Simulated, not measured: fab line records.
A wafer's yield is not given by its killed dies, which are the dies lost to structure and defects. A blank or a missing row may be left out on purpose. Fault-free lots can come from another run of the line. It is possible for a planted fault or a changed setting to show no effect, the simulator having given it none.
The tool behind it: which one? + flow nandHarc + at 1 step of a route of 1302, 7 lots with 20 wafers sampled

== WHAT EACH GAUGE READ, for each wafer ==
NHARC_P_M1_INSPECT_11.
| lot  | measured     | on               | rawDefectCount |
|------|--------------|------------------|----------------|
| L784 | day 7 01:29  | defectInspect-02 | 4 6 8          |
| L786 | day 8 02:40  | defectInspect-01 | 5 4 4          |
| L789 | day 9 06:05  | defectInspect-02 | 3 4 4          |
| L794 | day 11 12:42 | defectInspect-02 | 5 6 1          |
| L796 | day 12 09:13 | defectInspect-02 | 4 3            |
| L802 | day 14 11:38 | defectInspect-02 | 3 3 2          |
| L804 | day 15 18:02 | defectInspect-02 | 5 8 8          |

== WHICH TOOL RAN EACH LOT (tool, then ch and the chambers of the sampled wafers, then the start) ==
Record: no process step prior to these readings.

== THE ANSWER, worked out from the rows above alone ==
Rule: the lots themselves supply what counts as usual. The widest of any qualifying gaps counts: lots, ordered by their means at a reading, are off when they make up no more than a third of the lots, leave a main group of 4 or more, and stand apart from it by 3 or more times the standard deviation of that group's means. Not used: any main group whose means are identical at the precision the tables above print for the reading. Also off: a lot with no number at a reading for which 4 or more lots have one. Any other lot the step has rows for is counted as sound.
No lot is off on any of the readings shown, so nothing can be concluded from this.

== WHAT WAS PUT IN BY THE SIMULATOR ==
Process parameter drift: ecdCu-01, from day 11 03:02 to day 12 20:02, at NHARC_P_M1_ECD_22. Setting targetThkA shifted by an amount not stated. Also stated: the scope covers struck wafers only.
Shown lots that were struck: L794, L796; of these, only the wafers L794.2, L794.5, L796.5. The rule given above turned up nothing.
